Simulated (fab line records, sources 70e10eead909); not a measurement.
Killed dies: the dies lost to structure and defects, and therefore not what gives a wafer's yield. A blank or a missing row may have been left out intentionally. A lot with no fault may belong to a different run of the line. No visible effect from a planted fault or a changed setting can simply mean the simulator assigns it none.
fab line records | flow nand_harc
record: lots: 6 wafers: 18 last_day: 32
route steps=1302 shown P_CONTACT@241 P_M0@253 END@1302
lots that met no fault: taken from a fault-free run of the same line
start_h: start of the lot's first displayed wafer, in hours after the record's first day | wait_h: hours elapsed since this lot's preceding step | " repeats the value in the row above | L1.1+2: a single row standing in for several wafers | - value missing, or start not given | * or withheld: withheld | < > ~ a bound
route shown NAME@n: a module of which the file shows steps, and the number in the route of the first | usual: the fault-free wafers' mean and standard deviation | same: alike in all rows | chamber/n: place in a boat | sites: readings site by site | _std_site: standard deviation across them | _edge_site: mean of outer sites minus mean of inner sites | radius_mm: for every site, how far away it sits from the centre of the wafer | mask NAME#n: copy n | behind: the last tool/chamber to shape the wafer | hold: why the lot went on hold/how many hours it stayed there/how the hold came to an end | device: the transistor (n, p or np) that didn't switch | end of line: at the end of the route, the tests of the same wafers | a step given without rows: its recipe and nothing more | killed: at the first sort, the dies lost to defects and structure; wafer yield is something else | map: a wafer's dies, x killed, . not, _ none there
set.NAME: the setting the step ran with; set.NAME@STEP: the setting that earlier step ran with | model.NAME: the simulator's own value behind a step, which no gauge read
certain route steps with their lots: each step a table, each wafer a row
services: from which hour (start_h, from the record's first day; less than 0 if before it) a tool's chamber was out of use, for how many hours, and why
== steps ==
step: NHARC_P_CONTACT_CD_MEAS_19
usual: cd_nm: 88.6/2.1
columns lot.wafer tool chamber start_h wait_h cd_nm
L283.1 cd_sem-03 - 124.61 - 92.8
L283.5 " - " " 91.7
L283.6 " - " " 88.8
L286.1 cd_sem-01 - 152.08 - 84.3
L286.5 " - " " 86.4
L286.6 " - " " 87.1
L287.1 cd_sem-02 - 152.94 - 92.2
L287.2 " - " " 89.6
L287.5 " - " " 91.4
L292.2 cd_sem-03 - 215.48 - 88.4
L292.5 " - " " 91.4
L292.6 " - " " 87.7
L296.2 cd_sem-03 - 243.18 - 86.2
L296.3 " - " " 85.3
L296.5 " - " " 89.0
L305.1 cd_sem-03 - 329.79 - 89.7
L305.2 " - " " 89.7
L305.4 " - " " 94.6
step: NHARC_P_CONTACT_STRIP_28
recipe: o2_flow_sccm: 500 ar_flow_sccm: 0 bias_w: 0 chemistry: O2
usual: drypump_motor_current_A: 5.7/0.37 oes_product_au: 0.998/0.01 rf_vpp_V: 57.7/0.98 showerhead_plenum_p_Torr: 3.53/0.15 throttle_valve_pct: 17.038/0.0095
columns lot.wafer tool chamber start_h wait_h drypump_motor_current_A oes_product_au rf_hours_counter_h rf_vpp_V showerhead_plenum_p_Torr throttle_valve_pct
L283.1 rie_diel-08 2 124.73 0.1 5.6 0.997 1.9 58.5 3.75 17.043
L283.5 " 3 " " 6.4 0.984 - 56.5 3.49 17.050
L283.6 " 0 " " 5.6 0.993 - 57.5 3.45 17.045
L286.1 rie_diel-05 3 152.20 0.1 5.0 0.996 2.2 56.9 3.36 17.038
L286.6 " 0 " " 6.1 0.994 - 59.9 3.78 17.051
L286.5 " 1 " " 5.3 0.998 - 57.5 3.36 17.049
L287.1 rie_diel-05 3 153.01 0.1 5.0 0.988 2.3 56.2 3.36 17.039
L287.2 " 2 " " 5.9 0.998 1.7 60.1 3.60 17.040
L287.5 " 3 " " 5.0 0.987 - 57.5 3.37 17.040
L292.2 rie_diel-05 1 215.58 0.1 5.3 0.991 4.0 56.2 3.36 17.059
L292.5 " 3 " " 5.0 0.985 - 58.3 3.36 17.047
L292.6 " 0 " " 6.0 1.001 - 59.6 3.78 17.051
L296.3 rie_diel-08 3 243.29 0.1 6.4 0.991 1.0 57.5 3.49 17.025
L296.2 " 0 " " 5.6 1.008 1.0 59.2 3.45 17.031
L296.5 " 1 " " 5.6 0.976 - 56.4 3.38 17.031
L305.2 rie_diel-05 1 329.88 0.1 5.3 1.002 1.9 58.2 3.36 17.043
L305.1 " 2 " " 6.0 1.009 2.4 58.3 3.60 17.038
L305.4 " 3 " " 5.0 1.003 2.2 58.0 3.36 17.027
step: NHARC_P_CONTACT_STRIP_29
recipe: time_s: 1200 temp_c: 72.5 chemistry: post_etch_residue_remover
step: NHARC_P_CONTACT_DEGAS_38
recipe: temp_c: 300 time_s: 60
usual: heater_power_w: 502/41
columns lot.wafer tool chamber start_h wait_h heater_power_w
L283.1 pvd_sputter-01 - 125.32 - 539
L283.6 " - " " 534
L283.5 " - " " 483
L286.1 pvd_sputter-02 - 152.80 - 506
L286.6 " - " " 511
L286.5 " - " " 513
L287.2 pvd_sputter-03 - 153.66 - 516
L287.1 " - " " 555
L287.5 " - " " 411
L292.2 pvd_sputter-01 - 216.20 - 550
L292.5 " - " " 462
L292.6 " - " " 504
L296.3 pvd_sputter-02 - 243.91 - 545
L296.2 " - " " 515
L296.5 " - " " 567
L305.1 pvd_sputter-03 - 330.51 - 419
L305.2 " - " " 491
L305.4 " - " " 526
step: NHARC_P_CONTACT_PRE_CLEAN_39
recipe: time_s: 19.5 bias_v: 250 gas: Ar
step: NHARC_P_CONTACT_PVD_32
recipe: target_thk_a: 50 chamber_pressure_pa: 5 power_w: 5000 substrate_temp_c: 200 time_s: 17.7 material: Ti
usual: throttle_valve_pct: 29.8/1.3
columns lot.wafer tool chamber start_h wait_h throttle_valve_pct
L283.1 pvd_sputter-01 - - - 31.9
L283.6 " - " " 29.7
L283.5 " - " " 28.5
L286.1 pvd_sputter-02 - - - 29.2
L286.6 " - " " 30.7
L286.5 " - " " 29.3
L287.2 pvd_sputter-03 - - - 30.2
L287.1 " - " " 30.6
L287.5 " - " " 31.4
L292.2 pvd_sputter-01 - - - 31.9
L292.6 " - " " 31.7
L292.5 " - " " 29.4
L296.3 pvd_sputter-02 - - - 30.7
L296.2 " - " " 29.3
L296.5 " - " " 30.9
L305.4 pvd_sputter-03 - - - 30.6
L305.1 " - " " 27.9
L305.2 " - " " 29.9
step: NHARC_P_CONTACT_ALD_22
recipe: target_thk_a: 30 pulse_time_s: 1 ald_cycles: 150 temp_c: 450 material: TiN
step: NHARC_P_CONTACT_CVD_23
recipe: target_thk_a: 2000 temp_c: 300 pressure_torr: 40 wf6_flow_sccm: 40 h2_flow_sccm: 1600 ar_flow_sccm: 1560 time_s: 557 material: W
usual: chamber_pressure_Torr: 39.99/0.088 heater_power_w: 519/37 throttle_valve_pct: 8.0/0.51
columns lot.wafer tool chamber start_h wait_h chamber_pressure_Torr heater_power_w throttle_valve_pct
L283.1 cvd_w-02 0 - - 40.01 521 8.3
L283.6 " 1 " " 40.11 547 7.9
L283.5 " 0 " " 40.19 512 8.3
L286.1 cvd_w-02 1 - - 40.02 536 7.6
L286.6 " 1 " " 40.01 556 7.4
L286.5 " 0 " " 39.82 527 8.0
L287.2 cvd_w-01 0 - - 40.08 498 7.7
L287.1 " 1 " " 39.81 478 8.5
L287.5 " 1 " " 39.91 504 8.5
L292.2 cvd_w-01 1 - - 40.07 500 8.7
L292.5 " 0 " " 39.99 468 7.4
L292.6 " 1 " " 39.97 483 8.5
L296.2 cvd_w-01 1 - - 40.06 490 8.9
L296.3 " 0 " " 40.03 466 7.6
L296.5 " 0 " " 39.98 469 7.4
L305.2 cvd_w-02 0 - - 39.90 497 8.5
L305.1 " 1 " " 39.92 600 7.3
L305.4 " 1 " " 40.10 590 7.6
step: NHARC_P_CONTACT_CMP_24
recipe: t_overpolish_s: 30 target_thk_nm: 200
usual: motor_current_A: 12.7/1.2 overpolish_run_s: 30.000/0.0098 time_to_endpoint_s: 41/4.5
same: t_overpolish_s: 30
columns lot.wafer tool chamber start_h wait_h motor_current_A overpolish_run_s time_to_endpoint_s
L283.1 cmp-02 3 126.49 0.5 13.9 30.018 39
L283.5 " 0 " " 13.6 30.001 39
L283.6 " 1 " " 11.1 30.024 49
L286.1 cmp-02 2 153.96 0.6 12.9 29.993 45
L286.6 " 3 " " 13.1 29.999 39
L286.5 " 0 " " 13.4 30.008 37
L287.1 cmp-02 2 154.80 0.5 13.4 30.009 40
L287.2 " 3 " " 13.2 29.999 44
L287.5 " 3 " " 13.7 30.010 38
L292.2 cmp-01 0 217.41 0.6 10.2 30.006 45
L292.6 " 1 " " 14.5 30.007 36
L292.5 " 2 " " 11.1 29.993 43
L296.3 cmp-03 0 245.08 0.3 13.0 30.002 36
L296.2 " 2 " " 14.5 30.000 47
L296.5 " 3 " " 11.8 30.004 41
L305.2 cmp-03 1 331.63 0.6 12.6 29.987 36
L305.1 " 2 " " 14.6 29.997 46
L305.4 " 3 " " 12.4 29.995 40
step: NHARC_P_CONTACT_SRD_26
step: NHARC_P_CONTACT_INSPECT_27
usual: raw_defect_count: 328/160
columns lot.wafer tool chamber start_h wait_h raw_defect_count
L283.1 defect_inspect-02 - 126.82 0.1 168
L283.5 " - " " 212
L283.6 " - " " 167
L286.1 defect_inspect-01 - 154.29 0.1 460
L286.5 " - " " 843
L286.6 " - " " 310
L287.1 defect_inspect-01 - 155.20 0.1 435
L287.2 " - " " 768
L287.5 " - " " 586
L292.2 defect_inspect-01 - 217.74 0.1 306
L292.5 " - " " 693
L292.6 " - " " 549
L296.2 defect_inspect-02 - 245.45 0.1 309
L296.3 " - " " 244
L296.5 " - " " 254
L305.1 defect_inspect-02 - 332.00 0.1 319
L305.2 " - " " 256
L305.4 " - " " 205
step: NHARC_P_M0_DEP_00
recipe: target_thk_a: 1500 target_thk_nm: 150 temp_c: withheld pressure_torr: 5 flow_sccm: 200 rf_w: 600 material: SiOC
usual: chamber_pressure_Torr: 5.001/0.012
columns lot.wafer tool chamber start_h wait_h chamber_pressure_Torr
L283.1 pecvd-01 0 126.98 0.2 5.006
L283.5 " 1 " " 5.004
L283.6 " 0 " " 5.012
L286.1 pecvd-04 0 154.45 0.2 5.005
L286.6 " 1 " " 4.996
L286.5 " 0 " " 5.000
L287.2 pecvd-03 0 155.31 0.1 5.002
L287.1 " 1 " " 5.017
L287.5 " 0 " " 5.004
L292.2 pecvd-03 2 217.85 0.1 4.987
L292.6 " 1 " " 4.990
L292.5 " 2 " " 5.008
L292.2 pecvd-03 2 218.35 - 5.021
L292.6 " 1 " " 5.026
L292.5 " 2 " " 5.012
L296.2 pecvd-04 1 245.52 0.1 5.003
L296.3 " 0 " " 4.994
L296.5 " 0 " " 4.977
L296.2 pecvd-04 1 246.03 - 4.992
L296.3 " 0 " " 4.998
L296.5 " 0 " " 5.000
L305.1 pecvd-04 0 332.07 0.1 5.007
L305.2 " 1 " " 5.007
L305.4 " 0 " " 5.011
step: NHARC_P_M0_DEHYDRATE_01
recipe: temp_c: 150 time_s: 120
step: NHARC_END_SORT_01
recipe: temp_c: 25
usual: defect_limited_yield: 91.3/1.9 killed_at_array: 54/12 killed_at_other: 0.7/1.1 killed_at_periphery: 3.9/2.8 killed_dies: 59/13 killed_open: 3.4/2 killed_short: 2.5/1.7 sort_bin_2_pct: 3.1/0.91 sort_bin_3_pct: 0.6/0.34 sort_bin_4_pct: 5.0/1.1 sort_n_pass: 618/13 sort_rim_yield_pct: 88/3.5 sort_yield_pct: 91.3/1.9
same: gross_dies: 677 sort_bin_5_pct[%]: 0 sort_bin_6_pct[%]: 0 sort_bin_7_pct[%]: 0 sort_bin_8_pct[%]: 0 sort_rim_n_gross: 106.00
columns lot.wafer tool chamber start_h wait_h defect_limited_yield[%] killed_at_array killed_at_other killed_at_periphery killed_dies killed_open killed_short sort_bin_2_pct[%] sort_bin_3_pct[%] sort_bin_4_pct[%] sort_n_pass sort_rim_yield_pct[%] sort_yield_pct[%]
L283.1 prober-01 0 577.34 2.5 93.5 35 1 8 44 3 1 2.1 0.4 4.0 633 88 93.5
L283.5 prober-01 0 580.54 3.7 92.5 47 0 4 51 5 5 3.1 0.7 3.7 626 86 92.5
L283.6 prober-01 0 581.34 4.0 91.7 51 0 5 56 5 1 2.7 0.9 4.7 621 93 91.7
L286.1 prober-01 0 592.91 2.5 92.3 50 0 2 52 0 4 3.1 0.7 3.8 625 88 92.3
L286.5 prober-01 0 596.12 3.7 88.6 72 2 3 77 4 1 4.9 1.2 5.3 600 79 88.6
L286.6 prober-01 0 596.92 4.0 88.8 69 0 7 76 5 1 4.0 0.6 6.6 601 84 88.8
L287.1 prober-02 0 599.38 2.5 93.1 44 1 2 47 4 2 2.4 0.6 4.0 630 87 93.1
L287.2 prober-02 0 600.17 2.8 93.5 42 0 2 44 4 2 2.4 0.4 3.7 633 91 93.5
L287.5 prober-02 0 602.56 3.7 92.3 49 1 2 52 2 3 3.0 0.9 3.8 625 85 92.3
L292.2 prober-01 0 652.68 2.8 0 57 5 615 677 2 3 93.9 0.3 5.8 0 0 0
L292.5 prober-01 0 655.05 3.7 0 57 0 620 677 6 5 93.8 0.6 5.6 0 0 0
L292.6 prober-01 0 655.84 4.0 0 52 3 622 677 3 2 94.8 0.4 4.7 0 0 0
L296.2 prober-02 0 681.03 2.8 0 37 2 638 677 7 4 96.9 0.1 3.0 0 0 0
L296.3 prober-02 0 681.82 3.1 0 28 1 648 677 3 2 97.2 0.4 2.4 0 0 0
L296.5 prober-02 0 683.40 3.7 0 40 0 637 677 2 0 95.0 0.3 4.7 0 0 0
L305.1 prober-01 0 769.31 2.6 93.1 47 0 0 47 4 0 2.4 0.6 4.0 630 90 93.1
L305.2 prober-01 0 770.12 2.9 93.1 46 0 1 47 4 3 2.1 0.9 4.0 630 92 93.1
L305.4 prober-01 0 771.74 3.5 93.5 43 0 1 44 2 2 2.4 0.7 3.4 633 93 93.5
killed by level:class
L283.1 A_CHANNEL_HOLE_D2:chamber_film_flake=26 P_GATE:chamber_film_flake=5 A_SLIT:chamber_film_flake=3 P_CONTACT:geometric_particle:open=2 A_CONTACT:chamber_film_flake=2 P_M1:geometric_particle:open=1 STARTING-WAFER:geometric_particle:short=1 A_CHANNEL_HOLE_D1:chamber_film_flake=1
L283.5 A_CHANNEL_HOLE_D2:chamber_film_flake=25 A_SLIT:chamber_film_flake=4 P_GATE:chamber_film_flake=3 A_ONON_D1:geometric_particle:open=2 A_WL_FILL:geometric_particle:short=2 A_STAIRCASE:chamber_film_flake=2 A_WL_FILL:chamber_film_flake=2 A_CONTACT:chamber_film_flake=2
L283.6 A_CHANNEL_HOLE_D2:chamber_film_flake=30 A_CONTACT:chamber_film_flake=5 A_SLIT:chamber_film_flake=4 P_GATE:chamber_film_flake=3 A_DECK1_JOINT:chamber_film_flake=2 P_BONDPAD:geometric_particle:open=1 A_CHANNEL_FILL_D1:geometric_particle:open=1 A_DECK1_JOINT:geometric_particle:short=1
L286.1 A_CHANNEL_HOLE_D1:chamber_film_flake=19 A_CHANNEL_HOLE_D2:chamber_film_flake=18 A_CONTACT:chamber_film_flake=4 A_WL_FILL:geometric_particle:short=2 P_STI:chamber_film_flake=2 A_CHANNEL_FILL_D2:chamber_film_flake=2 A_STAIRCASE:chamber_film_flake=2 A_ONON_D2:geometric_particle:short=1
L286.5 A_CHANNEL_HOLE_D2:chamber_film_flake=30 A_CHANNEL_HOLE_D1:chamber_film_flake=26 A_CONTACT:chamber_film_flake=6 A_DECK1_JOINT:chamber_film_flake=3 A_WL_FILL:geometric_particle:open=2 P_STI:chamber_film_flake=2 A_CHANNEL_FILL_D2:chamber_film_flake=2 P_M1:geometric_particle:open=1
L286.6 A_CHANNEL_HOLE_D1:chamber_film_flake=29 A_CHANNEL_HOLE_D2:chamber_film_flake=25 P_STI:chamber_film_flake=5 A_CONTACT:chamber_film_flake=5 A_DECK1_JOINT:chamber_film_flake=2 A_STAIRCASE:chamber_film_flake=2 P_CONTACT:geometric_particle:open=1 P_M0:geometric_particle:short=1
L287.1 A_SLIT:chamber_film_flake=22 A_CHANNEL_HOLE_D2:chamber_film_flake=9 A_CONTACT:chamber_film_flake=6 P_CONTACT:geometric_particle:open=1 A_ONON_D1:geometric_particle:open=1 A_SGD_CUT:geometric_particle:short=1 A_BLC:geometric_particle:open=1 A_M0:geometric_particle:short=1
L287.2 A_SLIT:chamber_film_flake=26 A_CHANNEL_HOLE_D2:chamber_film_flake=6 A_CONTACT:chamber_film_flake=3 P_CONTACT:geometric_particle:open=2 A_ONON_D2:geometric_particle:short=1 A_CHANNEL_FILL_D2:geometric_particle:open=1 A_SGD_CUT:geometric_particle:short=1 A_CONTACT:geometric_particle:open=1
L287.5 A_SLIT:chamber_film_flake=26 A_CHANNEL_HOLE_D2:chamber_film_flake=12 A_WL_FILL:geometric_particle:short=2 P_ZERO_WELL:chamber_film_flake=2 A_CHANNEL_HOLE_D1:chamber_film_flake=2 A_CHANNEL_HOLE_D1:geometric_particle:short=1 A_CHANNEL_FILL_D1:geometric_particle:open=1 A_M0:geometric_particle:open=1
L292.2 P_M0:area_dep=612 A_SLIT:chamber_film_flake=24 A_CHANNEL_HOLE_D2:chamber_film_flake=16 THIN_TSV:chamber_film_flake=5 A_CHANNEL_FILL_D2:chamber_film_flake=4 A_BONDPAD:chamber_film_flake=3 A_CHANNEL_HOLE_D1:chamber_film_flake=2 A_BLC:chamber_film_flake=2
L292.5 P_M0:area_dep=614 A_SLIT:chamber_film_flake=19 A_CHANNEL_HOLE_D2:chamber_film_flake=15 A_BONDPAD:chamber_film_flake=5 P_BONDPAD:chamber_film_flake=3 A_CHANNEL_HOLE_D1:chamber_film_flake=3 P_GATE:chamber_film_flake=2 A_BLC:geometric_particle:open=2
L292.6 P_M0:area_dep=619 A_SLIT:chamber_film_flake=25 A_CHANNEL_HOLE_D2:chamber_film_flake=14 A_CHANNEL_FILL_D2:chamber_film_flake=3 THIN_TSV:chamber_film_flake=3 A_CHANNEL_HOLE_D1:chamber_film_flake=2 A_BONDPAD:chamber_film_flake=2 P_GATE:geometric_particle:short=1
L296.2 P_M0:area_dep=637 A_CHANNEL_HOLE_D2:chamber_film_flake=15 A_CHANNEL_HOLE_D1:chamber_film_flake=4 A_STAIRCASE:chamber_film_flake=3 A_SOURCE_PLATE:geometric_particle:short=2 A_CHANNEL_FILL_D2:geometric_particle:open=2 A_SLIT:chamber_film_flake=2 A_CONTACT:chamber_film_flake=2
L296.3 P_M0:area_dep=643 A_CHANNEL_HOLE_D2:chamber_film_flake=12 A_CHANNEL_HOLE_D1:chamber_film_flake=6 P_CONTACT:chamber_film_flake=3 A_WL_FILL:chamber_film_flake=3 P_CONTACT:geometric_particle:open=2 A_CHANNEL_FILL_D2:geometric_particle:short=2 A_M0:geometric_particle:open=1
L296.5 P_M0:area_dep=635 A_CHANNEL_HOLE_D2:chamber_film_flake=18 A_CHANNEL_HOLE_D1:chamber_film_flake=10 A_SLIT:chamber_film_flake=7 P_CONTACT:chamber_film_flake=2 A_DECK1_JOINT:geometric_particle:open=1 A_STAIRCASE:chamber_film_flake=1 A_M1:geometric_particle:open=1
L305.1 A_CHANNEL_HOLE_D2:chamber_film_flake=24 A_SLIT:chamber_film_flake=7 A_CONTACT:chamber_film_flake=7 A_CHANNEL_FILL_D1:geometric_particle:open=2 A_STAIRCASE:chamber_film_flake=2 A_ONON_D1:geometric_particle:open=1 A_M0:geometric_particle:open=1 A_CHANNEL_HOLE_D1:chamber_film_flake=1
L305.2 A_CHANNEL_HOLE_D2:chamber_film_flake=22 A_SLIT:chamber_film_flake=10 A_WL_FILL:geometric_particle:open=4 A_CONTACT:chamber_film_flake=3 A_DECK1_JOINT:chamber_film_flake=2 A_BONDPAD:chamber_film_flake=2 P_M0:geometric_particle:short=1 A_CHANNEL_FILL_D1:geometric_particle:short=1
L305.4 A_CHANNEL_HOLE_D2:chamber_film_flake=24 A_SLIT:chamber_film_flake=9 A_CONTACT:chamber_film_flake=5 A_SOURCE_PLATE:geometric_particle:open=1 A_ONON_D1:geometric_particle:short=1 A_ONON_D2:geometric_particle:short=1 A_SGD_CUT:geometric_particle:open=1 P_GATE:chamber_film_flake=1
map L292.2 (x killed, . not)
____________x____________
_________xxxxxxx_________
_______xxxxxxxxxxx_______
______xxxxxxxxxxxxx______
_____xxxxxxxxxxxxxxx_____
____xxxxxxxxxxxxxxxxx____
____xxxxxxxxxxxxxxxxx____
___xxxxxxxxxxxxxxxxxxx___
___xxxxxxxxxxxxxxxxxxx___
__xxxxxxxxxxxxxxxxxxxxx__
__xxxxxxxxxxxxxxxxxxxxx__
_xxxxxxxxxxxxxxxxxxxxxxx_
_xxxxxxxxxxxxxxxxxxxxxxx_
_xxxxxxxxxxxxxxxxxxxxxxx_
_xxxxxxxxxxxxxxxxxxxxxxx_
_xxxxxxxxxxxxxxxxxxxxxxx_
xxxxxxxxxxxxxxxxxxxxxxxxx
xxxxxxxxxxxxxxxxxxxxxxxxx
xxxxxxxxxxxxxxxxxxxxxxxxx
xxxxxxxxxxxxxxxxxxxxxxxxx
xxxxxxxxxxxxxxxxxxxxxxxxx
_xxxxxxxxxxxxxxxxxxxxxxx_
_xxxxxxxxxxxxxxxxxxxxxxx_
_xxxxxxxxxxxxxxxxxxxxxxx_
_xxxxxxxxxxxxxxxxxxxxxxx_
_xxxxxxxxxxxxxxxxxxxxxxx_
__xxxxxxxxxxxxxxxxxxxxx__
__xxxxxxxxxxxxxxxxxxxxx__
___xxxxxxxxxxxxxxxxxxx___
___xxxxxxxxxxxxxxxxxxx___
____xxxxxxxxxxxxxxxxx____
____xxxxxxxxxxxxxxxxx____
_____xxxxxxxxxxxxxxx_____
______xxxxxxxxxxxxx______
_______xxxxxxxxxxx_______
_________xxxxxxx_________
____________x____________
map L296.2 (x killed, . not)
____________x____________
_________xxxxxxx_________
_______xxxxxxxxxxx_______
______xxxxxxxxxxxxx______
_____xxxxxxxxxxxxxxx_____
____xxxxxxxxxxxxxxxxx____
____xxxxxxxxxxxxxxxxx____
___xxxxxxxxxxxxxxxxxxx___
___xxxxxxxxxxxxxxxxxxx___
__xxxxxxxxxxxxxxxxxxxxx__
__xxxxxxxxxxxxxxxxxxxxx__
_xxxxxxxxxxxxxxxxxxxxxxx_
_xxxxxxxxxxxxxxxxxxxxxxx_
_xxxxxxxxxxxxxxxxxxxxxxx_
_xxxxxxxxxxxxxxxxxxxxxxx_
_xxxxxxxxxxxxxxxxxxxxxxx_
xxxxxxxxxxxxxxxxxxxxxxxxx
xxxxxxxxxxxxxxxxxxxxxxxxx
xxxxxxxxxxxxxxxxxxxxxxxxx
xxxxxxxxxxxxxxxxxxxxxxxxx
xxxxxxxxxxxxxxxxxxxxxxxxx
_xxxxxxxxxxxxxxxxxxxxxxx_
_xxxxxxxxxxxxxxxxxxxxxxx_
_xxxxxxxxxxxxxxxxxxxxxxx_
_xxxxxxxxxxxxxxxxxxxxxxx_
_xxxxxxxxxxxxxxxxxxxxxxx_
__xxxxxxxxxxxxxxxxxxxxx__
__xxxxxxxxxxxxxxxxxxxxx__
___xxxxxxxxxxxxxxxxxxx___
___xxxxxxxxxxxxxxxxxxx___
____xxxxxxxxxxxxxxxxx____
____xxxxxxxxxxxxxxxxx____
_____xxxxxxxxxxxxxxx_____
______xxxxxxxxxxxxx______
_______xxxxxxxxxxx_______
_________xxxxxxx_________
____________x____________
== services ==
columns tool chamber start_h hours kind
pvd_sputter-02 - 104.00 10.0 pm
pvd_sputter-01 - 115.74 3.3 repair
cvd_w-01 - 119.02 29.5 repair
cmp-02 - 127.31 0.3 repair
cmp-02 - 134.50 4.0 pm
pvd_sputter-01 - 151.74 0.8 repair
cmp-02 - 166.19 0.7 repair
pvd_sputter-03 - 170.00 10.0 pm
cvd_w-02 - 177.56 8.8 repair
cvd_w-01 - 185.00 13.0 pm
pecvd-03 - 185.67 13.0 pm
pvd_sputter-02 - 198.33 7.1 repair
pecvd-03 - 200.93 1.3 repair
cvd_w-02 - 223.73 1.4 repair
pvd_sputter-01 - 226.07 10.0 pm
rie_diel-05 - 229.60 9.0 pm
cmp-02 - 232.53 4.0 pm
pvd_sputter-03 - 237.53 10.7 repair
cvd_w-02 - 249.00 3.9 repair
pecvd-04 - 269.12 13.0 pm
pvd_sputter-01 - 280.42 4.2 repair
pvd_sputter-02 - 282.00 10.0 pm
pvd_sputter-01 - 297.18 9.8 repair
rie_diel-05 1 306.42 2.3 repair
== key ==
first_sign: step: NHARC_P_M0_DEP_00 reading: visit direction: added
effect: step: NHARC_END_SORT_01 reading: killed_at_periphery direction: up sigmas: 99+ usual: 3.9 struck: 630
more_kills_born_at: NHARC_P_M0_DEP_00@pecvd-04: 1915 NHARC_P_M0_DEP_00@pecvd-03: 1845
met_at NHARC_P_M0_DEP_00
struck_wafers L292.2,L292.5,L292.6,L296.2,L296.3,L296.5
later_rows_left_out L292.2,L292.5,L292.6,L296.2,L296.3,L296.5
fault: kind: repeated_step_whole tool: pecvd-01,pecvd-03,pecvd-04 chamber: - onset_h: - steps: NHARC_P_M0_DEP_00 times: 1 scope: struck_lots_only
later_rows_left_out: the simulator's readings of these wafers behind a module that went badly wrong aren't trusted and aren't shown, but for the sort
